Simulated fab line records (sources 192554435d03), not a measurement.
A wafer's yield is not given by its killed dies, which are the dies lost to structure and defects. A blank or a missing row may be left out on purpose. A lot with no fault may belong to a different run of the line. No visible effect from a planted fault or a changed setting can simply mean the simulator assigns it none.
Which tool did it? + flow n5-finfet + 66 wafers from 22 lots sampled at 6 of the route's 1938 steps

## WHAT THE GAUGES SHOWED, per wafer
N5_BEOL_M0_CUTY_OVL_MEAS_58. Usual: for M0_ABLK_OVL the level is -0.2 nm and the standard deviation is 0.88.
| lot  | measured     | on         | M0_ABLK_OVL (nm) | flag |
|------|--------------|------------|------------------|------|
| L074 | day 5 16:22  | overlay-01 | -0.4 -0.8 -1.1   |      |
| L075 | day 5 22:23  | overlay-02 | -0.2 0.6 0.3     |      |
| L076 | day 6 07:21  | overlay-02 | -1.3 -1.0 1.3    |      |
| L077 | day 6 12:38  | overlay-02 | -1.8 -1.3 0.2    |      |
| L078 | day 6 18:23  | overlay-01 | 0.5 0.5 1.2      |      |
| L080 | day 7 04:34  | overlay-02 | -0.6 -0.6 -2.0   |      |
| L081 | day 7 12:50  | overlay-01 | 0.6 -1.0 0.9     |      |
| L082 | day 7 15:11  | overlay-02 | 0.6 0.4 -0.5     |      |
| L083 | day 8 00:33  | overlay-01 | 0.1 0.3 -0.9     |      |
| L084 | day 8 07:10  | overlay-01 | -0.4 0.5 1.5     |      |
| L086 | day 8 18:59  | overlay-01 | -0.6 -0.2 -0.7   |      |
| L085 | day 8 22:28  | overlay-02 | 0.1 -1.1 -1.2    |      |
| L087 | day 9 01:57  | overlay-02 | -0.8 0.8 0.4     |      |
| L088 | day 9 08:33  | overlay-02 | -0.7 0.8 1.0     |      |
| L089 | day 9 14:27  | overlay-02 | -1.1 -0.7 -0.2   |      |
| L090 | day 9 16:32  | overlay-01 | -0.6 0.0 0.1     |      |
| L091 | day 9 19:19  | overlay-02 | 0.9 -0.6 -1.4    |      |
| L092 | day 10 03:52 | overlay-02 | -0.3 -1.8 -1.0   |      |
| L094 | day 10 14:37 | overlay-02 | -1.5 -2.0 -0.1   |      |
| L095 | day 11 01:02 | overlay-01 | 0.9 0.7 0.7      |      |
| L097 | day 11 12:25 | overlay-01 | -1.5 -0.7 -0.9   |      |
| L096 | day 11 16:50 | overlay-01 | -0.7 1.3 -0.1    |      |

N5_BEOL_M0_OCD_MEAS_108. Usual: trench-depth-nm reads 33.1 nm (standard deviation 0.53).
| lot  | measured     | on     | trench-depth-nm (nm) | flag |
|------|--------------|--------|----------------------|------|
| L074 | day 5 18:08  | ocd-02 | 32.3 34.1 33.4       |      |
| L075 | day 6 00:59  | ocd-01 | 32.9 33.3 32.2       |      |
| L076 | day 6 09:59  | ocd-02 | 33.1 33.6 33.0       |      |
| L077 | day 6 13:31  | ocd-02 | 32.3 32.9 33.5       |      |
| L078 | day 6 19:35  | ocd-02 | 32.8 33.3 33.8       |      |
| L080 | day 7 06:36  | ocd-01 | 32.6 32.5 31.5       |      |
| L081 | day 7 18:46  | ocd-01 | 32.8 33.5 32.9       |      |
| L082 | day 7 18:40  | ocd-02 | 32.8 34.0 32.6       |      |
| L083 | day 8 01:44  | ocd-01 | 33.3 33.0 33.3       |      |
| L084 | day 8 10:19  | ocd-02 | 33.2 32.8 33.7       |      |
| L086 | day 8 23:17  | ocd-02 | 33.3 33.3 32.6       |      |
| L085 | day 8 23:58  | ocd-01 | 33.7 32.0 33.5       |      |
| L087 | day 9 07:26  | ocd-01 | 33.1 33.3 33.8       |      |
| L088 | day 9 09:23  | ocd-01 | 33.4 32.5 32.7       |      |
| L089 | day 9 15:33  | ocd-01 | 32.8 33.5 33.9       |      |
| L090 | day 9 21:37  | ocd-02 | 33.6 32.1 33.0       |      |
| L091 | day 9 21:29  | ocd-01 | 33.5 33.0 33.3       |      |
| L092 | day 10 07:26 | ocd-01 | 33.7 33.2 33.6       |      |
| L094 | day 10 18:28 | ocd-02 | 33.4 32.5 32.9       |      |
| L095 | day 11 02:05 | ocd-02 | 33.0 33.0 33.0       |      |
| L097 | day 11 13:35 | ocd-02 | 32.9 32.8 33.4       |      |
| L096 | day 11 19:06 | ocd-01 | 33.0 33.0 33.1       |      |

## TOOL THAT RAN EACH LOT (tool first, then ch and the chambers of the sampled wafers, then the start)
| lot  | N5_BEOL_M0_SAQP_HM_OPEN_112        | N5_BEOL_M0_SAQP_STRIP_86           | N5_BEOL_M0_CUTY_DESCUM_61          | N5_BEOL_M0_STRIP_104               |
|------|------------------------------------|------------------------------------|------------------------------------|------------------------------------|
| L074 | rie-diel-03 ch 0,3, day 5 10:53    | rie-diel-03 ch 0,1,3, day 5 11:04  | rie-diel-02 ch 2,3, day 5 16:25    | rie-diel-06 ch 0,1,3, day 5 17:43  |
| L075 | rie-diel-05 ch 2,3, day 5 16:58    | rie-diel-05 ch 0,2,3, day 5 17:09  | rie-diel-02 ch 0,2,3, day 5 22:26  | rie-diel-02 ch 2,3, day 6 00:10    |
| L076 | rie-diel-03 ch 0,3, day 6 01:59    | rie-diel-05 ch 1,2,3, day 6 02:10  | rie-diel-01 ch 0,1,2, day 6 07:25  | rie-diel-02 ch 0,2,3, day 6 09:41  |
| L077 | rie-diel-03 ch 1,3, day 6 07:44    | rie-diel-05 ch 0,2, day 6 07:56    | rie-diel-02 ch 1,3, day 6 12:41    | rie-diel-06 ch 0,2,3, day 6 13:14  |
| L078 | rie-diel-05 ch 1,2,3, day 6 13:27  | rie-diel-05 ch 0,1,2, day 6 13:38  | rie-diel-02 ch 0,1, day 6 18:28    | rie-diel-01 ch 0,1, day 6 19:01    |
| L080 | rie-diel-04 ch 0,2,3, day 6 23:26  | rie-diel-04 ch 0,1,2, day 6 23:37  | rie-diel-02 ch 0,2,3, day 7 04:37  | rie-diel-01 ch 0,1,2, day 7 06:20  |
| L081 | rie-diel-03 ch 0,1,3, day 7 07:58  | rie-diel-04 ch 0,1,3, day 7 08:08  | rie-diel-02 ch 0,1,3, day 7 12:53  | rie-diel-06 ch 0,1,3, day 7 18:28  |
| L082 | rie-diel-05 ch 0,1,3, day 7 09:55  | rie-diel-04 ch 1,2,3, day 7 10:06  | rie-diel-06 ch 0,1,3, day 7 15:14  | rie-diel-06 ch 0,1,2, day 7 18:24  |
| L083 | rie-diel-05 ch 1,3, day 7 19:11    | rie-diel-04 ch 0,1,3, day 7 19:22  | rie-diel-06 ch 2,3, day 8 00:36    | rie-diel-02 ch 0,1, day 8 01:07    |
| L084 | rie-diel-03 ch 0,1,2, day 8 01:49  | rie-diel-03 ch 0,1,3, day 8 01:59  | rie-diel-06 ch 0,2,3, day 8 07:13  | rie-diel-01 ch 1,2, day 8 10:02    |
| L086 | rie-diel-05 ch 1,2, day 8 10:32    | rie-diel-03 ch 0,1,3, day 8 10:43  | rie-diel-02 ch 2,3, day 8 19:17    | rie-diel-02 ch 0,1,3, day 8 22:15  |
| L085 | rie-diel-04 ch 0,1,3, day 8 13:38  | rie-diel-04 ch 2,3, day 8 13:56    | rie-diel-01 ch 2,3, day 8 23:07    | rie-diel-06 ch 2,3, day 8 23:42    |
| L087 | rie-diel-05 ch 0,3, day 8 16:52    | rie-diel-03 ch 0,1,3, day 8 17:02  | rie-diel-02 ch 0,1,2, day 9 02:03  | rie-diel-02 ch 0,1,2, day 9 07:10  |
| L088 | rie-diel-05 ch 0,2, day 9 03:16    | rie-diel-04 ch 1,3, day 9 03:26    | rie-diel-02 ch 0,1,3, day 9 08:37  | rie-diel-06 ch 0,2,3, day 9 09:07  |
| L089 | rie-diel-05 ch 0,1, day 9 08:22    | rie-diel-05 ch 1,2,3, day 9 08:33  | rie-diel-02 ch 2,3, day 9 14:34    | rie-diel-01 ch 1,2, day 9 15:17    |
| L090 | rie-diel-05 ch 0,1,3, day 9 11:05  | rie-diel-04 ch 0,2,3, day 9 11:16  | rie-diel-01 ch 1,2,3, day 9 16:35  | rie-diel-06 ch 0,2,3, day 9 21:15  |
| L091 | rie-diel-03 ch 0,1,2, day 9 13:50  | rie-diel-03 ch 0,1,3, day 9 14:02  | rie-diel-02 ch 0,1,3, day 9 19:22  | rie-diel-01 ch 0,2,3, day 9 21:13  |
| L092 | rie-diel-03 ch 0,1, day 9 22:47    | rie-diel-03 ch 0,2,3, day 9 23:00  | rie-diel-01 ch 0,1,3, day 10 03:56 | rie-diel-01 ch 1,2,3, day 10 07:00 |
| L094 | rie-diel-04 ch 0,1,3, day 10 09:07 | rie-diel-04 ch 0,1,3, day 10 09:18 | rie-diel-02 ch 1,3, day 10 14:43   | rie-diel-02 ch 1,3, day 10 18:12   |
| L095 | rie-diel-04 ch 0,1,2, day 10 19:19 | rie-diel-04 ch 0,1,3, day 10 19:30 | rie-diel-06 ch 0,2,3, day 11 01:15 | rie-diel-01 ch 0,2, day 11 01:49   |
| L097 | rie-diel-03 ch 2,3, day 11 06:26   | rie-diel-03 ch 0,1, day 11 06:37   | rie-diel-02 ch 1,2, day 11 12:28   | rie-diel-01 ch 2,3, day 11 13:09   |
| L096 | rie-diel-04 ch 0,1, day 11 09:31   | rie-diel-04 ch 1,2,3, day 11 09:48 | rie-diel-02 ch 0,1,3, day 11 17:04 | rie-diel-01 ch 0,2,3, day 11 18:50 |
- N5_BEOL_M0_SAQP_HM_OPEN_112: chemistry CHF3/O2, target SiO2, stops on a-Si, target depth 12 nm, time 13.5 s.
- N5_BEOL_M0_SAQP_STRIP_86: strips in N2/H2.
- N5_BEOL_M0_CUTY_DESCUM_61: chemistry O2, time 7.9 s.
- N5_BEOL_M0_STRIP_104: strips in N2/H2.

## AS READ BY THE TOOLS THEMSELVES (means over the sampled wafers that have a number; for cases with no such wafer, the mark the record gives instead)
N5_BEOL_M0_SAQP_HM_OPEN_112. Usual: drypump-motor-current-A 5.8 A, standard deviation 0.38; oes_f_703_au 0.77 a.u., standard deviation 0.065; oes-product-au 0.51 a.u., standard deviation 0.041; rf-vpp-V 525 V, standard deviation 3.3; showerhead-plenum-p-Torr 2.44 Torr, standard deviation 0.065; throttle-valve-pct 18.86 %, standard deviation 0.15.
| lot  | tool        | drypump-motor-current-A (A) | oes_f_703_au (a.u.) | oes-product-au (a.u.) | rf-vpp-V (V) | showerhead-plenum-p-Torr (Torr) | throttle-valve-pct (%) | flag |
|------|-------------|-----------------------------|---------------------|-----------------------|--------------|---------------------------------|------------------------|------|
| L074 | rie-diel-03 | 5.9                         | 0.73                | 0.48                  | 528          | 2.40                            | 18.88                  |      |
| L075 | rie-diel-05 | 5.7                         | 0.78                | 0.51                  | 528          | 2.51                            | 18.93                  |      |
| L076 | rie-diel-03 | 5.9                         | 0.72                | 0.48                  | 528          | 2.40                            | 18.89                  |      |
| L077 | rie-diel-03 | 5.7                         | 0.77                | 0.51                  | 528          | 2.38                            | 18.82                  |      |
| L078 | rie-diel-05 | 5.7                         | 0.78                | 0.51                  | 526          | 2.51                            | 18.89                  |      |
| L080 | rie-diel-04 | 6.1                         | 0.77                | 0.51                  | 522          | 2.45                            | 18.70                  |      |
| L081 | rie-diel-03 | 6.0                         | 0.78                | 0.51                  | 526          | 2.37                            | 18.79                  |      |
| L082 | rie-diel-05 | 5.6                         | 0.81                | 0.52                  | 524          | 2.50                            | 18.92                  |      |
| L083 | rie-diel-05 | 5.7                         | 0.82                | 0.53                  | 526          | 2.53                            | 18.83                  |      |
| L084 | rie-diel-03 | 6.0                         | 0.79                | 0.52                  | 523          | 2.38                            | 18.70                  |      |
| L086 | rie-diel-05 | 5.7                         | 0.73                | 0.48                  | 526          | 2.49                            | 18.99                  |      |
| L085 | rie-diel-04 | 6.0                         | 0.77                | 0.50                  | 523          | 2.45                            | 18.81                  |      |
| L087 | rie-diel-05 | 5.4                         | 0.82                | 0.53                  | 525          | 2.47                            | 18.99                  |      |
| L088 | rie-diel-05 | 5.4                         | 0.77                | 0.51                  | 524          | 2.45                            | 19.06                  |      |
| L089 | rie-diel-05 | 5.5                         | 0.77                | 0.51                  | 523          | 2.46                            | 19.02                  |      |
| L090 | rie-diel-05 | 5.6                         | 0.79                | 0.51                  | 524          | 2.49                            | 18.94                  |      |
| L091 | rie-diel-03 | 5.9                         | 0.78                | 0.50                  | 522          | 2.37                            | 18.72                  |      |
| L092 | rie-diel-03 | 6.2                         | 0.82                | 0.53                  | 523          | 2.36                            | 18.72                  |      |
| L094 | rie-diel-04 | 6.0                         | 0.76                | 0.50                  | 523          | 2.44                            | 18.82                  |      |
| L095 | rie-diel-04 | 6.0                         | 0.76                | 0.50                  | 525          | 2.44                            | 18.80                  |      |
| L097 | rie-diel-03 | 5.6                         | 0.70                | 0.46                  | 527          | 2.38                            | 18.90                  |      |
| L096 | rie-diel-04 | 5.9                         | 0.76                | 0.50                  | 525          | 2.44                            | 18.89                  |      |

N5_BEOL_M0_SAQP_STRIP_86. Usual: drypump-motor-current-A 6.0 A, standard deviation 0.42; oes-product-au 0.77 a.u., standard deviation 0.065; rf-vpp-V 121.8 V, standard deviation 1.4; showerhead-plenum-p-Torr 3.39 Torr, standard deviation 0.089; temp-c 39.98 C, standard deviation 0.1; throttle-valve-pct 19.02 %, standard deviation 0.21.
| lot  | tool        | drypump-motor-current-A (A) | oes-product-au (a.u.) | rf-vpp-V (V) | showerhead-plenum-p-Torr (Torr) | temp-c (C) | throttle-valve-pct (%) | flag |
|------|-------------|-----------------------------|-----------------------|--------------|---------------------------------|------------|------------------------|------|
| L074 | rie-diel-03 | 6.0                         | 0.80                  | 120.7        | 3.32                            | 40.06      | 18.98                  |      |
| L075 | rie-diel-05 | 5.6                         | 0.83                  | 124.2        | 3.48                            | 40.02      | 19.19                  |      |
| L076 | rie-diel-05 | 5.8                         | 0.79                  | 122.2        | 3.51                            | 39.93      | 18.94                  |      |
| L077 | rie-diel-05 | 5.5                         | 0.77                  | 123.4        | 3.45                            | 40.02      | 19.24                  |      |
| L078 | rie-diel-05 | 5.6                         | 0.77                  | 122.5        | 3.46                            | 40.05      | 19.19                  |      |
| L080 | rie-diel-04 | 6.1                         | 0.79                  | 122.0        | 3.43                            | 39.98      | 19.02                  |      |
| L081 | rie-diel-04 | 6.0                         | 0.78                  | 122.3        | 3.42                            | 39.97      | 18.97                  |      |
| L082 | rie-diel-04 | 6.3                         | 0.73                  | 121.9        | 3.36                            | 40.08      | 19.10                  |      |
| L083 | rie-diel-04 | 6.0                         | 0.78                  | 122.3        | 3.42                            | 39.89      | 18.96                  |      |
| L084 | rie-diel-03 | 6.0                         | 0.76                  | 121.4        | 3.31                            | 39.91      | 19.02                  |      |
| L086 | rie-diel-03 | 6.0                         | 0.77                  | 123.0        | 3.31                            | 40.04      | 19.02                  |      |
| L085 | rie-diel-04 | 6.5                         | 0.71                  | 121.2        | 3.35                            | 39.95      | 19.05                  |      |
| L087 | rie-diel-03 | 6.0                         | 0.77                  | 121.9        | 3.31                            | 40.02      | 19.02                  |      |
| L088 | rie-diel-04 | 6.4                         | 0.73                  | 122.2        | 3.35                            | 39.95      | 19.05                  |      |
| L089 | rie-diel-05 | 5.7                         | 0.77                  | 123.2        | 3.50                            | 40.00      | 18.99                  |      |
| L090 | rie-diel-04 | 6.1                         | 0.76                  | 121.1        | 3.41                            | 40.07      | 18.96                  |      |
| L091 | rie-diel-03 | 6.0                         | 0.77                  | 121.9        | 3.31                            | 39.98      | 19.02                  |      |
| L092 | rie-diel-03 | 5.8                         | 0.72                  | 121.7        | 3.32                            | 40.01      | 18.91                  |      |
| L094 | rie-diel-04 | 6.0                         | 0.76                  | 120.8        | 3.41                            | 40.02      | 18.98                  |      |
| L095 | rie-diel-04 | 6.0                         | 0.76                  | 120.3        | 3.41                            | 40.03      | 18.99                  |      |
| L097 | rie-diel-03 | 6.2                         | 0.81                  | 121.6        | 3.29                            | 40.07      | 19.15                  |      |
| L096 | rie-diel-04 | 6.4                         | 0.72                  | 121.0        | 3.34                            | 39.90      | 19.15                  |      |

N5_BEOL_M0_CUTY_DESCUM_61. Usual: drypump-motor-current-A 5.6 A, standard deviation 0.3; oes-product-au 0.81 a.u., standard deviation 0.096; rf-vpp-V 243.1 V, standard deviation 1.2; showerhead-plenum-p-Torr 2.09 Torr, standard deviation 0.066; temp-c 40.00 C, standard deviation 0.11; throttle-valve-pct 20.28 %, standard deviation 0.21.
| lot  | tool        | drypump-motor-current-A (A) | oes-product-au (a.u.) | rf-vpp-V (V) | showerhead-plenum-p-Torr (Torr) | temp-c (C) | throttle-valve-pct (%) | flag |
|------|-------------|-----------------------------|-----------------------|--------------|---------------------------------|------------|------------------------|------|
| L074 | rie-diel-02 | 5.5                         | 0.87                  | 243.0        | 2.09                            | 39.95      | 20.14                  |      |
| L075 | rie-diel-02 | 5.6                         | 0.81                  | 244.6        | 2.14                            | 40.04      | 20.18                  |      |
| L076 | rie-diel-01 | 5.5                         | 0.75                  | 243.2        | 2.06                            | 40.06      | 20.54                  |      |
| L077 | rie-diel-02 | 5.4                         | 0.83                  | 243.9        | 2.14                            | 39.99      | 20.22                  |      |
| L078 | rie-diel-02 | 5.9                         | 0.88                  | 243.5        | 2.10                            | 39.86      | 20.19                  |      |
| L080 | rie-diel-02 | 5.6                         | 0.79                  | 244.3        | 2.13                            | 40.06      | 20.21                  |      |
| L081 | rie-diel-02 | 5.7                         | 0.80                  | 243.1        | 2.14                            | 40.07      | 20.22                  |      |
| L082 | rie-diel-06 | 5.7                         | 0.76                  | 243.5        | 2.10                            | 39.96      | 20.38                  |      |
| L083 | rie-diel-06 | 5.9                         | 0.85                  | 242.0        | 2.02                            | 39.96      | 20.28                  |      |
| L084 | rie-diel-06 | 5.7                         | 0.82                  | 242.4        | 2.08                            | 40.02      | 20.35                  |      |
| L086 | rie-diel-02 | 5.4                         | 0.78                  | 243.2        | 2.13                            | 40.06      | 20.23                  |      |
| L085 | rie-diel-01 | 6.0                         | 0.89                  | 242.7        | 2.05                            | 40.01      | 20.12                  |      |
| L087 | rie-diel-02 | 5.8                         | 0.83                  | 242.8        | 2.09                            | 39.92      | 20.20                  |      |
| L088 | rie-diel-02 | 5.6                         | 0.78                  | 243.4        | 2.13                            | 40.04      | 20.25                  |      |
| L089 | rie-diel-02 | 5.4                         | 0.78                  | 244.0        | 2.13                            | 40.10      | 20.25                  |      |
| L090 | rie-diel-01 | 5.9                         | 0.82                  | 242.0        | 2.06                            | 40.08      | 20.41                  |      |
| L091 | rie-diel-02 | 5.7                         | 0.77                  | 243.8        | 2.13                            | 40.08      | 20.25                  |      |
| L092 | rie-diel-01 | 5.7                         | 0.85                  | 242.5        | 2.06                            | 39.97      | 20.48                  |      |
| L094 | rie-diel-02 | 5.6                         | 0.82                  | 242.8        | 2.08                            | 39.82      | 20.25                  |      |
| L095 | rie-diel-06 | 5.7                         | 0.78                  | 242.9        | 2.07                            | 40.03      | 20.38                  |      |
| L097 | rie-diel-02 | 5.7                         | 0.86                  | 242.0        | 2.04                            | 40.16      | 20.21                  |      |
| L096 | rie-diel-02 | 5.6                         | 0.75                  | 243.3        | 2.12                            | 40.02      | 20.27                  |      |

N5_BEOL_M0_STRIP_104. Usual: drypump-motor-current-A 5.7 A, standard deviation 0.35; oes-product-au 0.81 a.u., standard deviation 0.098; rf-vpp-V 59.1 V, standard deviation 1.7; showerhead-plenum-p-Torr 2.52 Torr, standard deviation 0.081; temp-c 40.01 C, standard deviation 0.1; throttle-valve-pct 23.55 %, standard deviation 0.25.
| lot  | tool        | drypump-motor-current-A (A) | oes-product-au (a.u.) | rf-vpp-V (V) | showerhead-plenum-p-Torr (Torr) | temp-c (C) | throttle-valve-pct (%) | flag |
|------|-------------|-----------------------------|-----------------------|--------------|---------------------------------|------------|------------------------|------|
| L074 | rie-diel-06 | 5.7                         | 0.77                  | 58.7         | 2.55                            | 40.06      | 23.63                  |      |
| L075 | rie-diel-02 | 5.5                         | 0.87                  | 60.1         | 2.54                            | 40.02      | 23.44                  |      |
| L076 | rie-diel-02 | 5.6                         | 0.80                  | 58.8         | 2.59                            | 40.00      | 23.42                  |      |
| L077 | rie-diel-06 | 5.7                         | 0.85                  | 57.6         | 2.54                            | 39.90      | 23.64                  |      |
| L078 | rie-diel-01 | 5.5                         | 0.69                  | 59.1         | 2.50                            | 39.97      | 23.93                  |      |
| L080 | rie-diel-01 | 5.5                         | 0.75                  | 58.9         | 2.49                            | 39.95      | 23.71                  |      |
| L081 | rie-diel-06 | 5.7                         | 0.76                  | 58.5         | 2.54                            | 40.05      | 23.64                  |      |
| L082 | rie-diel-06 | 5.5                         | 0.84                  | 59.4         | 2.57                            | 40.01      | 23.41                  |      |
| L083 | rie-diel-02 | 5.8                         | 0.85                  | 58.6         | 2.54                            | 40.01      | 23.48                  |      |
| L084 | rie-diel-01 | 5.6                         | 0.82                  | 58.2         | 2.48                            | 40.03      | 23.51                  |      |
| L086 | rie-diel-02 | 5.6                         | 0.77                  | 59.6         | 2.59                            | 40.02      | 23.47                  |      |
| L085 | rie-diel-06 | 5.9                         | 0.83                  | 60.0         | 2.46                            | 39.98      | 23.62                  |      |
| L087 | rie-diel-02 | 5.8                         | 0.84                  | 59.9         | 2.53                            | 39.88      | 23.50                  |      |
| L088 | rie-diel-06 | 5.7                         | 0.80                  | 58.3         | 2.52                            | 39.95      | 23.68                  |      |
| L089 | rie-diel-01 | 5.7                         | 0.79                  | 57.5         | 2.48                            | 39.99      | 23.52                  |      |
| L090 | rie-diel-06 | 5.7                         | 0.80                  | 58.8         | 2.52                            | 39.94      | 23.68                  |      |
| L091 | rie-diel-01 | 5.8                         | 0.92                  | 59.4         | 2.48                            | 40.03      | 23.41                  |      |
| L092 | rie-diel-01 | 5.9                         | 0.81                  | 57.4         | 2.49                            | 40.13      | 23.54                  |      |
| L094 | rie-diel-02 | 5.4                         | 0.76                  | 59.3         | 2.58                            | 39.95      | 23.46                  |      |
| L095 | rie-diel-01 | 5.4                         | 0.89                  | 59.5         | 2.47                            | 40.03      | 23.49                  |      |
| L097 | rie-diel-01 | 6.0                         | 0.85                  | 59.7         | 2.47                            | 39.96      | 23.34                  |      |
| L096 | rie-diel-01 | 5.8                         | 0.88                  | 58.2         | 2.47                            | 40.13      | 23.44                  |      |

## THE ANSWER, worked out from the rows above alone
Rule: lot off if the mean of its wafers having a number is beyond 3 standard deviations from the usual mean. Also off: a lot with no number at a reading for which 4 or more lots have one. Any other lot the step has rows for is counted as sound. After the gauges, taken in route order, come the tools' own readings; for these a lot's mean is taken, as printed above. At the first step where some lot is off, the reading lying furthest off is the one used; lots without a number count as furthest.
Nothing can be told from this: no lot is off at any reading shown.

## WHAT THE SIMULATOR HAD PUT IN
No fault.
